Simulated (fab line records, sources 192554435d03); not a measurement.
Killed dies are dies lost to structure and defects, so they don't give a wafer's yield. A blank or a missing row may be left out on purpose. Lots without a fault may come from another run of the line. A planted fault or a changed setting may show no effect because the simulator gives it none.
One fault seen from 3 desks | flow n5_finfet | each desk has only its own numbers; what lay behind them comes last

THE DEFECT DESK
What the inspections along the route counted, lot by lot: means of the sampled wafers that have a number. A lot is out of limits, marked OUT, if its mean lies more than 4 standard deviations from the usual mean; the brackets give that distance.
Columns: A = raw_defect_count at N5_PASSIVATION_INSPECT_67, usual 2.0
lot  | first seen here | A
L392 | day 12 14:14    | 1.3
L390 | day 12 16:42    | 3.7
L389 | day 12 17:20    | 1.3
L393 | day 12 22:38    | 1.3
L394 | day 13 14:04    | 2.0
L395 | day 14 00:06    | 2.0
L399 | day 14 21:01    | 0.3
L404 | day 16 01:10    | 2.0
L405 | day 16 09:06    | 1.5
This desk's finding: nothing out of limits on any of the 9 lots.

THE METROLOGY DESK
What the gauges read, lot by lot, whatever tool the lot ran on: means of the sampled wafers that have a number. A lot is out of limits, marked OUT, if its mean lies more than 4 standard deviations from the usual mean; the brackets give that distance. Of its 10 readings 7 are shown: those that lie furthest out on some lot.
Columns: A = DIBL_P at N5_BEOL_M4_RC_MEAS_101, usual 36.4 mV/V; B = IOFF_N at N5_BEOL_M4_RC_MEAS_101, usual 0.164 nA/um; C = ION_N at N5_BEOL_M4_RC_MEAS_101, usual 675 uA/um; D = ION_P at N5_BEOL_M4_RC_MEAS_101, usual 463 uA/um; E = SS_N at N5_BEOL_M4_RC_MEAS_101, usual 71.5 mV/dec; F = SS_P at N5_BEOL_M4_RC_MEAS_101, usual 73.3 mV/dec; G = VT_N at N5_BEOL_M4_RC_MEAS_101, usual 249.2 mV
lot  | first seen here | A    | B     | C   | D   | E    | F    | G
L389 | day 8 09:56     | 35.4 | 0.148 | 669 | 465 | 71.3 | 73.7 | 251.8
L390 | day 8 12:26     | 37.2 | 0.166 | 682 | 468 | 71.5 | 73.5 | 248.4
L392 | day 8 21:29     | 34.9 | 0.151 | 673 | 461 | 70.9 | 73.0 | 251.3
L393 | day 9 03:50     | 35.1 | 0.167 | 680 | 462 | 71.6 | 73.3 | 248.3
L394 | day 9 12:56     | 38.4 | 0.170 | 677 | 464 | 72.2 | 73.3 | 249.9
L395 | day 9 22:43     | 38.3 | 0.199 | 687 | 464 | 71.7 | 73.7 | 244.6
L399 | day 10 18:33    | 35.8 | 0.168 | 682 | 472 | 72.2 | 73.4 | 247.3
L404 | day 12 05:47    | 35.3 | 0.165 | 681 | 463 | 71.5 | 72.8 | 248.2
L405 | day 12 08:25    | 38.5 | 0.225 | 699 | 468 | 71.8 | 74.1 | 245.0
This desk's finding: nothing out of limits on any of the 9 lots.

THE TOOL OWNER'S DESK: rie_diel-03
The tool's own readings at N5_BEOL_M7_VIA_ETCH_34 (etches SiCOH lowk in C4F6/O2, target depth 125.5 nm, time 50.5 s): means of the sampled wafers that have a number, for each lot that ran on this tool. A lot is out of limits, marked OUT, if its mean lies more than 4 standard deviations from the usual mean; the brackets give that distance.
Columns: A = drypump_motor_current_A at N5_BEOL_M7_VIA_ETCH_34, usual 5.5 A; B = oes_f_703_au at N5_BEOL_M7_VIA_ETCH_34, usual 0.78 a.u.; C = oes_product_au at N5_BEOL_M7_VIA_ETCH_34, usual 0.78 a.u.; D = rf_vpp_V at N5_BEOL_M7_VIA_ETCH_34, usual 666 V; E = showerhead_plenum_p_Torr at N5_BEOL_M7_VIA_ETCH_34, usual 2.86 Torr; F = throttle_valve_pct at N5_BEOL_M7_VIA_ETCH_34, usual 20.91 %
lot  | first seen here | A   | B    | C    | D   | E    | F
L390 | day 9 12:37     | 5.1 | 0.82 | 0.82 | 666 | 2.87 | 20.69
L394 | day 10 10:22    | 5.1 | 0.77 | 0.76 | 667 | 2.89 | 20.74
L395 | day 10 22:53    | 5.0 | 0.84 | 0.84 | 668 | 2.84 | 20.58
L404 | day 13 07:44    | 5.1 | 0.79 | 0.73 | 665 | 2.86 | 20.72
L405 | day 13 09:45    | 5.0 | 0.81 | 0.77 | 668 | 2.84 | 20.60
This desk's finding: nothing out of limits on any of the 5 lots.

PUT TOGETHER
The defect desk saw nothing out of limits.
The metrology desk saw nothing out of limits.
The tool owner's desk saw nothing out of limits.

WHAT THE SIMULATOR HAD PUT IN
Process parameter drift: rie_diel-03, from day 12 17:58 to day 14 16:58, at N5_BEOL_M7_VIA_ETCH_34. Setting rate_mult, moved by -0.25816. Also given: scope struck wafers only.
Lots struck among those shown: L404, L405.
